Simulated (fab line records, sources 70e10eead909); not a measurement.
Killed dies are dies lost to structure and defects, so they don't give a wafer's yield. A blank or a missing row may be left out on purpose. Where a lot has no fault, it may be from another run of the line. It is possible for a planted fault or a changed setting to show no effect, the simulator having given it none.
Chamber matching + flow nand-harc + rie-diel-09 running NHARC_P_GATE_DESCUM_61: 4 sister chambers
The step chemistry O2, time 3 s. 14 wafers are shown with their chamber, then 7 later ones without.

WAFERS, EACH WITH ITS CHAMBER
| wafer  | chamber | drypump-motor-current-A (A) | showerhead-plenum-p-Torr (Torr) | oes-product-au (a.u.) |
|--------|---------|-----------------------------|---------------------------------|-----------------------|
| L707.1 | 1       | 5.3                         | 2.06                            | 1.009                 |
| L707.2 | 0       | 5.5                         | 1.96                            | 1.003                 |
| L707.4 | 3       | 5.8                         | 2.00                            | 0.997                 |
| L709.1 | 2       | 4.8                         | 2.02                            | 0.991                 |
| L709.3 | 1       | 5.2                         | 2.06                            | 0.994                 |
| L709.4 | 3       | 5.8                         | 2.00                            | 0.994                 |
| L720.1 | 2       | 4.8                         | 2.02                            | 0.988                 |
| L720.2 | 1       | 5.2                         | 2.05                            | 1.016                 |
| L720.4 | 2       | 4.8                         | 2.02                            | 0.998                 |
| L722.2 | 0       | 5.5                         | 1.96                            | 0.997                 |
| L722.3 | 2       | 4.8                         | 2.02                            | 0.994                 |
| L722.5 | 0       | 5.5                         | 1.96                            | 1.000                 |
| L725.2 | 3       | 5.8                         | 2.00                            | 0.995                 |
| L725.4 | 1       | 5.2                         | 2.05                            | 0.999                 |

SIGNATURES (means of the wafers above)
| reading                  | chamber 0 | chamber 1 | chamber 2 | chamber 3 | scatter within a chamber |
|--------------------------|-----------|-----------|-----------|-----------|--------------------------|
| drypump-motor-current-A  | 5.500     | 5.225     | 4.800     | 5.800     | 0.0274                   |
| showerhead-plenum-p-Torr | 1.9600    | 2.0550    | 2.0200    | 2.0000    | 0.00316                  |
| oes-product-au           | 1.00000   | 1.00450   | 0.99275   | 0.99533   | 0.00609                  |
Rule: for each reading, subtract the chamber's mean from the wafer's reading, divide by that reading's scatter and square the result; add these up over the readings and take the root, which gives the wafer's distance from the chamber. If the next closest chamber is less than 2 further off than the closest, the wafer can't be placed; otherwise it belongs to the closest. The scatter: the root of (the sum of the squares of (reading less its chamber's mean) over the shown wafers, divided by (wafers less chambers)).

WAFERS WITHOUT THEIR CHAMBER
| wafer  | drypump-motor-current-A (A) | showerhead-plenum-p-Torr (Torr) | oes-product-au (a.u.) |
|--------|-----------------------------|---------------------------------|-----------------------|
| L725.6 | 5.2                         | 2.05                            | 0.992                 |
| L726.3 | 5.5                         | 1.96                            | 1.006                 |
| L726.4 | 5.8                         | 2.00                            | 1.001                 |
| L726.5 | 4.8                         | 2.02                            | 1.005                 |
| L729.2 | 5.2                         | 2.05                            | 1.003                 |
| L729.3 | 5.5                         | 1.96                            | 1.011                 |
| L729.6 | 5.5                         | 1.96                            | 1.004                 |

THE CHAMBER EACH PASSED THROUGH
| wafer  | from the rows above | in truth |
|--------|---------------------|----------|
| L725.6 | 1                   | 1        |
| L726.3 | 0                   | 0        |
| L726.4 | 3                   | 3        |
| L726.5 | 2                   | 2        |
| L729.2 | 1                   | 1        |
| L729.3 | 0                   | 0        |
| L729.6 | 0                   | 0        |
Correct placement for 7 of the 7. Can't be placed from these rows: 0. 0 placed wrongly.
